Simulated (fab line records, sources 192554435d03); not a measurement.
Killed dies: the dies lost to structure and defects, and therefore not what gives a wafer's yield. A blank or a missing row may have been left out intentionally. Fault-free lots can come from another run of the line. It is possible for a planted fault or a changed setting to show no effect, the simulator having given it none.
Which tool did it? / flow n5Finfet / 12 lots, 36 wafers sampled, at 5 steps of a route of 1938

== WHAT THE GAUGES READ, wafer by wafer ==
No reading from a measuring or inspecting step in the record can be judged against a usual standard deviation.

== WHICH TOOL RAN EACH LOT (tool, then ch and the chambers of the sampled wafers, then the start) ==
lot=L281; N5_BEOL_M9_ALD_74=aldMetal-03 ch 0,1, day 10 13:07; N5_BEOL_M9_PRE_CLEAN_55=pecvd-03 ch 0,1,2, day 10 14:50; N5_BEOL_M10_CURE_71=uvCure-01 ch 0, day 10 15:09; N5_BEOL_M10_PECVD_70=pecvd-01 ch 0,1, day 10 15:37; N5_PASSIVATION_PROBE_49=-
lot=L286; N5_BEOL_M9_ALD_74=aldMetal-02 ch 0,2,3, day 11 18:20; N5_BEOL_M9_PRE_CLEAN_55=pecvd-03 ch 1,2, day 11 20:40; N5_BEOL_M10_CURE_71=uvCure-01 ch 2, day 11 21:01; N5_BEOL_M10_PECVD_70=pecvd-01 ch 0,2, day 11 21:29; N5_PASSIVATION_PROBE_49=-
lot=L285; N5_BEOL_M9_ALD_74=aldMetal-02 ch 0,2,3, day 11 18:49; N5_BEOL_M9_PRE_CLEAN_55=pecvd-03 ch 1,2, day 11 21:25; N5_BEOL_M10_CURE_71=uvCure-01 ch 0, day 11 21:39; N5_BEOL_M10_PECVD_70=pecvd-02 ch 0,2, day 11 22:12; N5_PASSIVATION_PROBE_49=-
lot=L289; N5_BEOL_M9_ALD_74=aldMetal-02 ch 2,3, day 12 00:53; N5_BEOL_M9_PRE_CLEAN_55=pecvd-04 ch 1,2, day 12 02:41; N5_BEOL_M10_CURE_71=uvCure-01 ch 2, day 12 03:34; N5_BEOL_M10_PECVD_70=pecvd-03 ch 0,1,2, day 12 04:55; N5_PASSIVATION_PROBE_49=-
lot=L287; N5_BEOL_M9_ALD_74=aldMetal-04 ch 0,1,3, day 12 01:16; N5_BEOL_M9_PRE_CLEAN_55=pecvd-03 ch 0,1, day 12 04:15; N5_BEOL_M10_CURE_71=uvCure-02 ch 0, day 12 04:34; N5_BEOL_M10_PECVD_70=pecvd-03 ch 0,2, day 12 05:02; N5_PASSIVATION_PROBE_49=-
lot=L291; N5_BEOL_M9_ALD_74=aldMetal-04 ch 0,1,3, day 12 13:54; N5_BEOL_M9_PRE_CLEAN_55=pecvd-04 ch 0,2, day 12 15:20; N5_BEOL_M10_CURE_71=uvCure-03 ch 2, day 12 15:36; N5_BEOL_M10_PECVD_70=pecvd-01 ch 0,2, day 12 16:38; N5_PASSIVATION_PROBE_49=-
lot=L295; N5_BEOL_M9_ALD_74=aldMetal-03 ch 1,2, day 13 12:59; N5_BEOL_M9_PRE_CLEAN_55=pecvd-04 ch 0,1,2, day 13 14:25; N5_BEOL_M10_CURE_71=uvCure-01 ch 0, day 13 14:49; N5_BEOL_M10_PECVD_70=pecvd-01 ch 1,2, day 13 15:12; N5_PASSIVATION_PROBE_49=prober-01, day 16 07:12
lot=L296; N5_BEOL_M9_ALD_74=aldMetal-03 ch 0,1,3, day 13 22:08; N5_BEOL_M9_PRE_CLEAN_55=pecvd-04 ch 0,1,2, day 13 23:43; N5_BEOL_M10_CURE_71=uvCure-03 ch 1, day 13 23:57; N5_BEOL_M10_PECVD_70=pecvd-03 ch 0,1,2, day 14 00:31; N5_PASSIVATION_PROBE_49=prober-02, day 16 07:07
lot=L302; N5_BEOL_M9_ALD_74=aldMetal-03 ch 2,3, day 15 05:47; N5_BEOL_M9_PRE_CLEAN_55=pecvd-03 ch 0,2, day 15 08:20; N5_BEOL_M10_CURE_71=uvCure-01 ch 1, day 15 08:41; N5_BEOL_M10_PECVD_70=pecvd-01 ch 0,1,2, day 15 09:10; N5_PASSIVATION_PROBE_49=-
lot=L300; N5_BEOL_M9_ALD_74=aldMetal-03 ch 0,1, day 15 08:28; N5_BEOL_M9_PRE_CLEAN_55=pecvd-01 ch 0,1,2, day 15 09:55; N5_BEOL_M10_CURE_71=uvCure-02 ch 1, day 15 10:09; N5_BEOL_M10_PECVD_70=pecvd-03 ch 0,2, day 15 10:42; N5_PASSIVATION_PROBE_49=-
lot=L303; N5_BEOL_M9_ALD_74=aldMetal-04 ch 0,1,3, day 15 15:44; N5_BEOL_M9_PRE_CLEAN_55=pecvd-01 ch 0,2, day 15 17:36; N5_BEOL_M10_CURE_71=uvCure-02 ch 2, day 15 17:50; N5_BEOL_M10_PECVD_70=pecvd-01 ch 0,1,2, day 15 18:23; N5_PASSIVATION_PROBE_49=-
lot=L304; N5_BEOL_M9_ALD_74=aldMetal-02 ch 0,1, day 16 03:04; N5_BEOL_M9_PRE_CLEAN_55=pecvd-03 ch 1,2, day 16 05:04; N5_BEOL_M10_CURE_71=uvCure-01 ch 1, day 16 05:38; N5_BEOL_M10_PECVD_70=pecvd-03 ch 0,1,2, day 16 06:20; N5_PASSIVATION_PROBE_49=-
- N5_BEOL_M9_ALD_74: deposits TaN, target thk 2 nm, pulse time 2 s, purge time 3 s.
- N5_BEOL_M9_PRE_CLEAN_55: time 15 s.
- N5_BEOL_M10_CURE_71: cures SiCOH lowk, time 240 s.
- N5_BEOL_M10_PECVD_70: deposits SiO2 from TEOS/O2, target thk 20 nm, time 22.7 s.
- N5_PASSIVATION_PROBE_49

== WHAT THE TOOLS THEMSELVES READ (means of the sampled wafers that have a number; where no wafer has one, the mark that the record gives instead) ==
N5_BEOL_M9_ALD_74. Usual: heaterPowerW reads 409 W (standard deviation 47).
lot=L281; tool=aldMetal-03; heaterPowerW (W)=377; flag=
lot=L286; tool=aldMetal-02; heaterPowerW (W)=404; flag=
lot=L285; tool=aldMetal-02; heaterPowerW (W)=397; flag=
lot=L289; tool=aldMetal-02; heaterPowerW (W)=404; flag=
lot=L287; tool=aldMetal-04; heaterPowerW (W)=453; flag=
lot=L291; tool=aldMetal-04; heaterPowerW (W)=454; flag=
lot=L295; tool=aldMetal-03; heaterPowerW (W)=370; flag=
lot=L296; tool=aldMetal-03; heaterPowerW (W)=389; flag=
lot=L302; tool=aldMetal-03; heaterPowerW (W)=344; flag=
lot=L300; tool=aldMetal-03; heaterPowerW (W)=383; flag=
lot=L303; tool=aldMetal-04; heaterPowerW (W)=437; flag=
lot=L304; tool=aldMetal-02; heaterPowerW (W)=423; flag=

N5_BEOL_M9_PRE_CLEAN_55. Usual: rfFwdPowerW reads 294.7 W (standard deviation 1.7).
lot=L281; tool=pecvd-03; rfFwdPowerW (W)=295.3; flag=
lot=L286; tool=pecvd-03; rfFwdPowerW (W)=295.2; flag=
lot=L285; tool=pecvd-03; rfFwdPowerW (W)=295.0; flag=
lot=L289; tool=pecvd-04; rfFwdPowerW (W)=292.0; flag=
lot=L287; tool=pecvd-03; rfFwdPowerW (W)=295.4; flag=
lot=L291; tool=pecvd-04; rfFwdPowerW (W)=294.6; flag=
lot=L295; tool=pecvd-04; rfFwdPowerW (W)=234.5; flag=OFF
lot=L296; tool=pecvd-04; rfFwdPowerW (W)=234.5; flag=OFF
lot=L302; tool=pecvd-03; rfFwdPowerW (W)=294.5; flag=
lot=L300; tool=pecvd-01; rfFwdPowerW (W)=296.4; flag=
lot=L303; tool=pecvd-01; rfFwdPowerW (W)=295.9; flag=
lot=L304; tool=pecvd-03; rfFwdPowerW (W)=295.6; flag=

N5_BEOL_M10_CURE_71. Usual: lampPowerPct 52.31 %, standard deviation 0.056; wafer_temp_C_max 386.7, standard deviation 0.45.
lot=L281; tool=uvCure-01; lampPowerPct (%)=52.32; wafer_temp_C_max=387.3; flag=
lot=L286; tool=uvCure-01; lampPowerPct (%)=52.30; wafer_temp_C_max=386.6; flag=
lot=L285; tool=uvCure-01; lampPowerPct (%)=52.29; wafer_temp_C_max=386.9; flag=
lot=L289; tool=uvCure-01; lampPowerPct (%)=52.29; wafer_temp_C_max=386.1; flag=
lot=L287; tool=uvCure-02; lampPowerPct (%)=52.33; wafer_temp_C_max=386.5; flag=
lot=L291; tool=uvCure-03; lampPowerPct (%)=52.30; wafer_temp_C_max=386.5; flag=
lot=L295; tool=uvCure-01; lampPowerPct (%)=52.36; wafer_temp_C_max=387.5; flag=
lot=L296; tool=uvCure-03; lampPowerPct (%)=52.29; wafer_temp_C_max=386.4; flag=
lot=L302; tool=uvCure-01; lampPowerPct (%)=52.28; wafer_temp_C_max=387.0; flag=
lot=L300; tool=uvCure-02; lampPowerPct (%)=52.31; wafer_temp_C_max=386.9; flag=
lot=L303; tool=uvCure-02; lampPowerPct (%)=52.29; wafer_temp_C_max=386.4; flag=
lot=L304; tool=uvCure-01; lampPowerPct (%)=52.32; wafer_temp_C_max=386.3; flag=

N5_BEOL_M10_PECVD_70. Usual: heaterPowerW 701 W, standard deviation 100; showerheadPlenumPTorr 8.81 Torr, standard deviation 0.068; throttleValvePct 22.3 %, standard deviation 0.72.
lot=L281; tool=pecvd-01; heaterPowerW (W)=770; showerheadPlenumPTorr (Torr)=8.83; throttleValvePct (%)=22.4; flag=
lot=L286; tool=pecvd-01; heaterPowerW (W)=621; showerheadPlenumPTorr (Torr)=8.76; throttleValvePct (%)=22.7; flag=
lot=L285; tool=pecvd-02; heaterPowerW (W)=681; showerheadPlenumPTorr (Torr)=8.88; throttleValvePct (%)=22.1; flag=
lot=L289; tool=pecvd-03; heaterPowerW (W)=677; showerheadPlenumPTorr (Torr)=8.80; throttleValvePct (%)=22.1; flag=
lot=L287; tool=pecvd-03; heaterPowerW (W)=614; showerheadPlenumPTorr (Torr)=8.78; throttleValvePct (%)=21.9; flag=
lot=L291; tool=pecvd-01; heaterPowerW (W)=674; showerheadPlenumPTorr (Torr)=8.73; throttleValvePct (%)=22.4; flag=
lot=L295; tool=pecvd-01; heaterPowerW (W)=845; showerheadPlenumPTorr (Torr)=8.80; throttleValvePct (%)=22.1; flag=
lot=L296; tool=pecvd-03; heaterPowerW (W)=662; showerheadPlenumPTorr (Torr)=8.79; throttleValvePct (%)=22.2; flag=
lot=L302; tool=pecvd-01; heaterPowerW (W)=732; showerheadPlenumPTorr (Torr)=8.77; throttleValvePct (%)=22.5; flag=
lot=L300; tool=pecvd-03; heaterPowerW (W)=590; showerheadPlenumPTorr (Torr)=8.79; throttleValvePct (%)=22.1; flag=
lot=L303; tool=pecvd-01; heaterPowerW (W)=701; showerheadPlenumPTorr (Torr)=8.78; throttleValvePct (%)=22.2; flag=
lot=L304; tool=pecvd-03; heaterPowerW (W)=702; showerheadPlenumPTorr (Torr)=8.79; throttleValvePct (%)=22.1; flag=

N5_PASSIVATION_PROBE_49. Usual: defectLimitedYield 91.3 %, standard deviation 1.4; killed_at_M0_to_M3 36, standard deviation 11; killed_at_M4_up 13, standard deviation 5.2; killedAtContacts 13, standard deviation 6.5; killedAtFrontEnd 37, standard deviation 11; killedAtOther 3.6, standard deviation 2.9; killedDies 103, standard deviation 17; killedOpen 68, standard deviation 12; killedShort 33, standard deviation 7.3; sort_bin_4_leakage 0.01 %, standard deviation 0.039; sort_bin_5_function 5.2 %, standard deviation 0.91; sort_bin_6_memory 3.2 %, standard deviation 0.67; sort_bin_8_speed 0.00 %, standard deviation 0.0099; sortNPass 1077, standard deviation 17; sortYieldPct 91.3 %, standard deviation 1.4.
lot=L295; tool=prober-01; defectLimitedYield (%)=89.8; killed_at_M0_to_M3=38; killed_at_M4_up=28; killedAtContacts=20; killedAtFrontEnd=32; killedAtOther=2.5; killedDies=121; killedOpen=80; killedShort=39; sort_bin_4_leakage (%)=0.00; sort_bin_5_function (%)=5.7; sort_bin_6_memory (%)=4.2; sort_bin_8_speed (%)=0.00; sortNPass=1059; sortYieldPct (%)=89.8; flag=
lot=L296; tool=prober-02; defectLimitedYield (%)=90.6; killed_at_M0_to_M3=39; killed_at_M4_up=12; killedAtContacts=12; killedAtFrontEnd=43; killedAtOther=6.3; killedDies=111; killedOpen=75; killedShort=35; sort_bin_4_leakage (%)=0.00; sort_bin_5_function (%)=5.4; sort_bin_6_memory (%)=3.6; sort_bin_8_speed (%)=0.00; sortNPass=1069; sortYieldPct (%)=90.6; flag=

== THE ANSWER, worked out from the rows above alone ==
Rule: a lot counts as off when the mean over its wafers that have a number is more than 3 standard deviations away from the usual mean. A lot without any number at a reading at which 4 lots or more have one is off too. Where the step has rows for the other lots, those lots are counted as sound. After the gauges, taken in route order, come the tools' own readings; for these a lot's mean is taken, as printed above. At the first step where some lot is off, the reading lying furthest off is the one used; lots without a number count as furthest.
Off: L295, L296, at N5_BEOL_M9_PRE_CLEAN_55 (rfFwdPowerW).
If a tool, at that step or one of the process steps before it, ran each lot that is off and ran no sound lot following the first of them, it fits. One fits: pecvd-04 at N5_BEOL_M9_PRE_CLEAN_55. Its last sound lot is L291 (day 12 15:20), its first lot that is off L295 (day 13 14:25): a fault that began between those two fits.
The tool's own readings at N5_BEOL_M9_PRE_CLEAN_55 bear it out: on the lots that are off they differ by more than 5 times the standard deviation of the sound lots' means. rfFwdPowerW reads 234.5 W there against 295.0 W on the sound lots.

== WHAT THE SIMULATOR HAD PUT IN ==
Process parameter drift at N5_BEOL_M9_PRE_CLEAN_55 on pecvd-04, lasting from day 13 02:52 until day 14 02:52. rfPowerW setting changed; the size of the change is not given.
Shown lots that were struck: L295, L296. Same finding as the rule above.
